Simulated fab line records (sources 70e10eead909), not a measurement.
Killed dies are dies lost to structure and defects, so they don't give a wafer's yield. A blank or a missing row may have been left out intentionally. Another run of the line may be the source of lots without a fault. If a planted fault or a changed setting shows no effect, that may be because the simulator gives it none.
Chamber matching / flow nandHarc / NHARC_P_CONTACT_DEP_30 on pecvd-01: 3 sister chambers
The step deposits SiNx, target thk 30 nm. 18 wafers are shown with their chamber, then 9 later ones without.

EACH WAFER AND ITS CHAMBER
wafer=L075.2; chamber=2; heaterPowerW (W)=849
wafer=L075.3; chamber=0; heaterPowerW (W)=695
wafer=L075.4; chamber=1; heaterPowerW (W)=893
wafer=L077.1; chamber=1; heaterPowerW (W)=902
wafer=L077.4; chamber=0; heaterPowerW (W)=717
wafer=L077.5; chamber=2; heaterPowerW (W)=927
wafer=L079.2; chamber=0; heaterPowerW (W)=719
wafer=L079.3; chamber=2; heaterPowerW (W)=849
wafer=L079.5; chamber=0; heaterPowerW (W)=698
wafer=L079.1; chamber=1; heaterPowerW (W)=826
wafer=L079.4; chamber=1; heaterPowerW (W)=804
wafer=L079.6; chamber=2; heaterPowerW (W)=842
wafer=L083.2; chamber=2; heaterPowerW (W)=927
wafer=L083.3; chamber=0; heaterPowerW (W)=701
wafer=L083.6; chamber=1; heaterPowerW (W)=881
wafer=L089.1; chamber=0; heaterPowerW (W)=625
wafer=L089.3; chamber=1; heaterPowerW (W)=896
wafer=L089.4; chamber=2; heaterPowerW (W)=846

SIGNATURES, as means of the wafers listed above
reading=heaterPowerW; chamber 0=692.50; chamber 1=867.00; chamber 2=873.33; scatter within a chamber=39.4
Rule: distance of a wafer from a chamber = root of the sum over the readings of ((wafer's reading minus chamber's mean) / reading's scatter) squared. If the next closest chamber is less than 2 further off than the closest, the wafer can't be placed; otherwise it belongs to the closest. The scatter is the square root of a quotient: the sum, over the shown wafers, of each reading's squared deviation from its chamber's mean, divided by wafers minus chambers.

WAFERS MISSING THEIR CHAMBER
wafer=L089.2; heaterPowerW (W)=841
wafer=L089.5; heaterPowerW (W)=610
wafer=L089.6; heaterPowerW (W)=715
wafer=L092.2; heaterPowerW (W)=618
wafer=L092.4; heaterPowerW (W)=890
wafer=L092.6; heaterPowerW (W)=850
wafer=L096.1; heaterPowerW (W)=618
wafer=L096.5; heaterPowerW (W)=625
wafer=L096.6; heaterPowerW (W)=916

WHICH CHAMBER EACH ONE RAN IN
wafer=L089.2; from the rows above=can't be placed: 1 or 2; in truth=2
wafer=L089.5; from the rows above=0; in truth=0
wafer=L089.6; from the rows above=0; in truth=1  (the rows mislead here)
wafer=L092.2; from the rows above=0; in truth=0
wafer=L092.4; from the rows above=can't be placed: 2 or 1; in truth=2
wafer=L092.6; from the rows above=can't be placed: 1 or 2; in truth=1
wafer=L096.1; from the rows above=0; in truth=0
wafer=L096.5; from the rows above=0; in truth=0
wafer=L096.6; from the rows above=can't be placed: 2 or 1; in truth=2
Correct placement for 4 of the 9. Can't be placed from these rows: 4 (the true chamber is among the candidates in 4). Wrongly placed: 1.
